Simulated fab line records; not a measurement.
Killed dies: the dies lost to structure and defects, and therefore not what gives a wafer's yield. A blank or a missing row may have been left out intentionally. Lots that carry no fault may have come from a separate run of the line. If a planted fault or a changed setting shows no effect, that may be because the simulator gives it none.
What tool caused it? :: flow n5 finfet :: 8 lots, 24 wafers sampled, at 4 steps of a route of 1938

== WHAT THE GAUGES SHOWED, per wafer ==
N5_BEOL_M5_OCD_MEAS_38.
lot: L476
measured: day 9 21:55
on: ocd-01
trench depth nm (nm): 71.3 71.0 70.9

lot: L477
measured: day 10 17:12
on: ocd-01
trench depth nm (nm): 73.3 73.4 73.9

lot: L479
measured: day 10 23:59
on: ocd-01
trench depth nm (nm): 62.6 63.1 62.7

lot: L483
measured: day 11 23:22
on: ocd-02
trench depth nm (nm): 62.6 62.8 62.2

lot: L488
measured: day 13 19:33
on: ocd-02
trench depth nm (nm): 75.2 74.6 74.3

lot: L491
measured: day 14 05:54
on: ocd-02
trench depth nm (nm): 70.4 71.7 70.9

lot: L493
measured: day 14 12:47
on: ocd-02
trench depth nm (nm): 72.6 72.5 73.1

lot: L495
measured: day 15 21:29
on: ocd-02
trench depth nm (nm): 73.5 71.2 72.7

== TOOL THAT RAN EACH LOT (tool first, then ch and the chambers of the sampled wafers, then the start) ==
lot: L476
N5_BEOL_M5_ETCH_75: rie diel-04 ch 1,3, day 9 21:32
N5_BEOL_M5_TRENCH_ETCH_37: rie diel-04 ch 1,3, day 9 21:46
N5_BEOL_M5_STRIP_91: rie diel-04 ch 1,3, day 9 21:55 or earlier

lot: L477
N5_BEOL_M5_ETCH_75: rie diel-01 ch 0,1, day 10 16:49
N5_BEOL_M5_TRENCH_ETCH_37: rie diel-01 ch 0,1, day 10 17:02
N5_BEOL_M5_STRIP_91: rie diel-01 ch 0,1, day 10 17:12 or earlier

lot: L479
N5_BEOL_M5_ETCH_75: rie diel-04 ch 0,1,2, day 10 23:36
N5_BEOL_M5_TRENCH_ETCH_37: rie diel-04 ch 0,1,2, day 10 23:50
N5_BEOL_M5_STRIP_91: rie diel-04 ch 0,1,2, day 10 23:59 or earlier

lot: L483
N5_BEOL_M5_ETCH_75: rie diel-04 ch 0,1,2, day 11 22:59
N5_BEOL_M5_TRENCH_ETCH_37: rie diel-04 ch 0,1,2, day 11 23:13
N5_BEOL_M5_STRIP_91: rie diel-04 ch 0,1,2, day 11 23:22 or earlier

lot: L488
N5_BEOL_M5_ETCH_75: rie diel-01 ch 0,1, day 13 19:10
N5_BEOL_M5_TRENCH_ETCH_37: rie diel-01 ch 0,1, day 13 19:23
N5_BEOL_M5_STRIP_91: rie diel-01 ch 0,1, day 13 19:33 or earlier

lot: L491
N5_BEOL_M5_ETCH_75: rie diel-04 ch 0,1,2, day 14 05:31
N5_BEOL_M5_TRENCH_ETCH_37: rie diel-04 ch 0,1,2, day 14 05:44
N5_BEOL_M5_STRIP_91: rie diel-04 ch 0,1,2, day 14 05:54 or earlier

lot: L493
N5_BEOL_M5_ETCH_75: rie diel-01 ch 0,1,2, day 14 12:24
N5_BEOL_M5_TRENCH_ETCH_37: rie diel-01 ch 0,1,2, day 14 12:38
N5_BEOL_M5_STRIP_91: rie diel-01 ch 0,1,2, day 14 12:47 or earlier

lot: L495
N5_BEOL_M5_ETCH_75: rie diel-01 ch 0,2,3, day 15 21:06
N5_BEOL_M5_TRENCH_ETCH_37: rie diel-01 ch 0,2,3, day 15 21:20
N5_BEOL_M5_STRIP_91: rie diel-01 ch 0,2,3, day 15 21:29 or earlier
- N5_BEOL_M5_ETCH_75: etches underlayer in N2/H2, target depth 6.5 nm, time 5.2 s.
- N5_BEOL_M5_TRENCH_ETCH_37: etches SiCOH lowk in C4F6/O2, target depth 71.652 nm, time 24.7 s.
- N5_BEOL_M5_STRIP_91: strips in N2/H2, time 10 s.

== THE ANSWER, worked out from the rows above alone ==
Rule: usual is defined by the lots themselves. Put in order of their means at a reading, lots are off if they are a third of the lots or fewer, leave a main group of 4 or more, and stand apart from it by a gap of 3 or more times the standard deviation of the main group's means; of several such gaps the widest counts. A main group is skipped when, at the precision printed for the reading in the tables above, its means are all equal. A lot without any number at a reading at which 4 lots or more have one is off too. Where the step has rows for the other lots, those lots are counted as sound.
Off, at N5_BEOL_M5_OCD_MEAS_38 on trench depth nm: L479, L483. The main group has a mean of 72.6 nm with a standard deviation of 1.3.
If a tool, at a process step before that reading, ran all the lots that are off and no sound lot after the first of them, it fits. Those tools and the gauges at N5_BEOL_M5_OCD_MEAS_38 are tried in the same way. N5_BEOL_M5_STRIP_91 gives no start for some lots, so the hours and the order of its lots are those of N5_BEOL_M5_OCD_MEAS_38. Of those tried, none fits.

== WHAT THE SIMULATOR HAD INSERTED ==
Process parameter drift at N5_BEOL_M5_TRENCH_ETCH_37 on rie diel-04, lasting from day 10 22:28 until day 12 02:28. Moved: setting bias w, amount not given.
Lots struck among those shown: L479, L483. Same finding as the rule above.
